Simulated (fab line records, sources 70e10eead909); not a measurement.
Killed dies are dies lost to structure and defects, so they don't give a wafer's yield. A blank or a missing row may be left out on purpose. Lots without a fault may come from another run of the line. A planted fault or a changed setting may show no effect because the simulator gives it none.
A struck lot beside a sound one | flow nand_harc | 14 steps out of a route of 1159
Sound: wafers L663.1, L663.2, L663.5. Struck: wafer L672.2. (L672.4, L672.6 of the same lot were not struck and are left out.) The cause comes at the end.
At each step with rows: each side's tool, then ch and its chambers, then its first start. Under that, the readings that differ: sound wafers | struck wafers | difference of the means | sigmas: that difference in standard deviations of wafers without a fault.
alike: readings whose means differ by less than 2 such deviations, and words and numbers that are the same on both sides. not compared: withheld readings, readings that some wafer has no value for, bounds like >300 that may hide the same value, and numbers for which the record gives no deviation and whose values overlap.
The two part at a step that has a row with sigmas, a row that says differs or no value, or rows on one side only. Numbers that don't overlap but have no deviation are shown without sigmas and don't part them. A reading that every wafer of one side lacks parts them only if that side has two wafers or more.

first, 1 step without rows for these wafers: NHARC_A_STAIRCASE_TRIM_14 (chemistry O2, time 211.2 s).
NHARC_A_STAIRCASE_ETCH_15: etches the open film in C4F8/O2, target depth 100 nm, time 40.5 s.
  sound on rie_diel-02 ch 2,3; struck on rie_diel-06 ch 2
  alike: bias_w, oes_product_au, rf_vpp_V, run_length_s
  not compared: rf_hours_counter_h
then, 3 steps without rows for these wafers: NHARC_A_STAIRCASE_TRIM_16 (chemistry O2, time 211.2 s); NHARC_A_STAIRCASE_ETCH_17 (etches the open film in C4F8/O2, target depth 100 nm, time 40.5 s); NHARC_A_STAIRCASE_TRIM_18 (chemistry O2, time 211.2 s).
NHARC_A_STAIRCASE_ETCH_19: etches the open film in C4F8/O2, target depth 100 nm, time 40.5 s.
  sound on rie_diel-02 ch 1,3; struck on rie_diel-06 ch 2
  alike: bias_w, oes_product_au, rf_vpp_V, run_length_s
  not compared: rf_hours_counter_h
then, 2 steps without rows for these wafers: NHARC_A_STAIRCASE_TRIM_20 (chemistry O2, time 211.2 s); NHARC_A_STAIRCASE_ETCH_21 (etches the open film in C4F8/O2, target depth 100 nm, time 40.5 s).
NHARC_A_STAIRCASE_TRIM_22: chemistry O2, time 211.2 s.
  sound on rie_diel-02 ch 2,3; struck on rie_diel-06 ch 3
  alike: drypump_motor_current_A, oes_product_au, rf_vpp_V, showerhead_plenum_p_Torr, throttle_valve_pct
  not compared: rf_hours_counter_h
NHARC_A_STAIRCASE_ETCH_23: etches the open film in C4F8/O2, target depth 100 nm, time 40.5 s.
  sound on rie_diel-02 ch 0,1,3; struck on rie_diel-06 ch 0
  alike: bias_w, oes_product_au, rf_vpp_V, run_length_s
  not compared: rf_hours_counter_h
then, 1 step without rows for these wafers: NHARC_A_STAIRCASE_TRIM_24 (chemistry O2, time 211.2 s).
NHARC_A_STAIRCASE_ETCH_25: etches the open film in C4F8/O2, target depth 100 nm, time 40.5 s.
  sound on rie_diel-02 ch 0,1,3, day 12 14:36; struck on rie_diel-06 ch 0, day 15 04:41
  reading          | sound          | struck | difference | sigmas
  run_length_s (s) | 61.1 61.5 61.6 | 72.1   | +10.7      | +35
  alike: bias_w, oes_product_au, rf_vpp_V
  not compared: rf_hours_counter_h
NHARC_A_STAIRCASE_TRIM_26: chemistry O2, time 211.2 s.
  sound on rie_diel-02 ch 0,1,2; struck on rie_diel-06 ch 1
  reading      | sound          | struck | difference | sigmas
  rf_vpp_V (V) | 57.0 58.2 58.2 | 56.0   | -1.8       | -2
  alike: drypump_motor_current_A, oes_product_au, showerhead_plenum_p_Torr, throttle_valve_pct
  not compared: rf_hours_counter_h
-- the record jumps here: 9 days lie between the struck wafers' starts before and after (it left off in module A_STAIRCASE and takes up again in module END, whose first step shown is number 1159 of the route) --
NHARC_END_SORT_01:
  the record has rows for the struck wafers here (prober-02 ch 0, day 24 06:33) and none for the sound ones

WHERE THEY PART
First at NHARC_A_STAIRCASE_ETCH_25; last, within this record, at NHARC_END_SORT_01.

WHY: what the simulator had put in
Process parameter drift: rie_diel-06, from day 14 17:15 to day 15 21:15, at NHARC_A_STAIRCASE_ETCH_25. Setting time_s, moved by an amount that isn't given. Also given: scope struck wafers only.
